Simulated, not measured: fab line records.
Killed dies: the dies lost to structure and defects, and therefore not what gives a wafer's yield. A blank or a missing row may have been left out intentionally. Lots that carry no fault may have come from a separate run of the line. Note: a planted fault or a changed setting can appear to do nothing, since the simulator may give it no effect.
Chamber matching    flow nand harc    3 sister chambers for NHARC_P_GATE_DEP_103 on pecvd-03
The step deposits SiON, target thk 30 nm. 22 wafers are shown with their chamber, then 11 later ones without.

== WAFERS PAIRED WITH THEIR CHAMBERS ==
wafer   chamber  heater power w (W)
L077.1  1        657
L077.2  2        843
L077.3  0        787
L078.4  0        803
L078.5  2        792
L078.6  1        675
L080.1  2        836
L080.4  0        820
L080.5  1        644
L082.4  0        774
L082.5  1        698
L082.6  2        764
L089.1  0        827
L089.2  1        699
L089.6  0        825
L088.1  2        786
L088.3  1        645
L088.4  1        638
L091.1  1        665
L091.3  2        800
L091.4  0        759
L092.1  2        779

SIGNATURES, as means of the wafers listed above
reading         chamber 0  chamber 1  chamber 2  scatter within a chamber
heater power w  799.29     665.12     800.00     26.6
Rule: for a wafer and a chamber, the distance is found by dividing, reading by reading, the gap between the wafer's reading and the chamber's mean by the reading's scatter, squaring, summing and taking the root. If the next closest chamber is less than 2 further off than the closest, the wafer can't be placed; otherwise it belongs to the closest. The scatter is the square root of a quotient: the sum, over the shown wafers, of each reading's squared deviation from its chamber's mean, divided by wafers minus chambers.

== WAFERS WHOSE CHAMBER IS MISSING ==
wafer   heater power w (W)
L092.4  656
L092.6  763
L094.3  780
L094.4  781
L094.5  898
L093.2  708
L093.4  795
L093.6  867
L095.2  614
L095.4  842
L095.6  636

== CHAMBER TAKEN BY EACH ==
wafer   from the rows above           in truth
L092.4  1                             1
L092.6  can't be placed: 0 or 2       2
L094.3  can't be placed: 0 or 2       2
L094.4  can't be placed: 0 or 2       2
L094.5  can't be placed: 2 or 0       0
L093.2  can't be placed: 1 or 0 or 2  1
L093.4  can't be placed: 0 or 2       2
L093.6  can't be placed: 2 or 0       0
L095.2  1                             1
L095.4  can't be placed: 2 or 0       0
L095.6  1                             1
Placed correctly: 3 of 11. From these rows, 8 cannot be placed; in 8 the true chamber is one of the candidates. 0 placed wrongly.
